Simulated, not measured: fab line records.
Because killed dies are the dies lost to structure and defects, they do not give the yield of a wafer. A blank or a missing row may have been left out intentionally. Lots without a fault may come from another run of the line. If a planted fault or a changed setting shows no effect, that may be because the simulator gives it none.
Chamber matching | flow nand_harc | NHARC_THIN_TSV_CMP_01 on cmp-01 has 4 sister chambers
The step polishes. 27 wafers are shown with their chamber, then 12 later ones without.

== WAFERS WITH THEIR CHAMBER ==
wafer  | chamber | motor_current_A (A)
L074.2 | 0       | 9.2
L074.5 | 2       | 11.7
L074.6 | 3       | 11.1
L077.2 | 3       | 10.8
L077.3 | 0       | 9.9
L077.6 | 1       | 13.0
L077.1 | 2       | 11.7
L077.4 | 1       | 13.4
L077.5 | 0       | 9.5
L076.1 | 3       | 10.7
L076.3 | 2       | 12.0
L076.4 | 1       | 12.1
L081.1 | 3       | 11.0
L081.2 | 1       | 12.5
L081.4 | 2       | 11.8
L082.2 | 0       | 10.2
L082.3 | 2       | 11.7
L082.5 | 1       | 12.8
L086.4 | 3       | 10.9
L086.5 | 3       | 11.1
L086.6 | 0       | 9.4
L086.1 | 0       | 9.5
L086.2 | 2       | 11.6
L086.3 | 1       | 12.6
L085.1 | 3       | 11.1
L085.2 | 2       | 12.3
L085.6 | 3       | 10.4

SIGNATURES (means of the wafers above)
reading         | chamber 0 | chamber 1 | chamber 2 | chamber 3 | scatter within a chamber
motor_current_A | 9.617     | 12.733    | 11.829    | 10.887    | 0.326
Rule: for a wafer and a chamber, the distance is found by dividing, reading by reading, the gap between the wafer's reading and the chamber's mean by the reading's scatter, squaring, summing and taking the root. If the next closest chamber is less than 2 further off than the closest, the wafer can't be placed; otherwise it belongs to the closest. How the scatter is found: for the shown wafers, subtract from each reading the mean of its chamber, square and add these, divide the total by (wafers less chambers), then take the root.

== WAFERS WITH NO CHAMBER GIVEN ==
wafer  | motor_current_A (A)
L089.3 | 12.9
L089.5 | 11.0
L089.6 | 9.3
L091.1 | 10.1
L091.3 | 12.9
L091.6 | 13.0
L093.2 | 12.7
L093.3 | 10.0
L093.5 | 13.1
L093.1 | 12.2
L093.4 | 11.3
L093.6 | 9.4

== WHICH CHAMBER EACH WENT THROUGH ==
wafer  | from the rows above     | in truth
L089.3 | 1                       | 1
L089.5 | 3                       | 3
L089.6 | 0                       | 0
L091.1 | can't be placed: 0 or 3 | 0
L091.3 | 1                       | 1
L091.6 | 1                       | 1
L093.2 | 1                       | 1
L093.3 | can't be placed: 0 or 3 | 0
L093.5 | 1                       | 1
L093.1 | can't be placed: 2 or 1 | 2
L093.4 | can't be placed: 3 or 2 | 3
L093.6 | 0                       | 0
8 of 12 placed correctly. These rows do not allow placing 4 (true chamber among the candidates in 4). Number placed wrongly: 0.
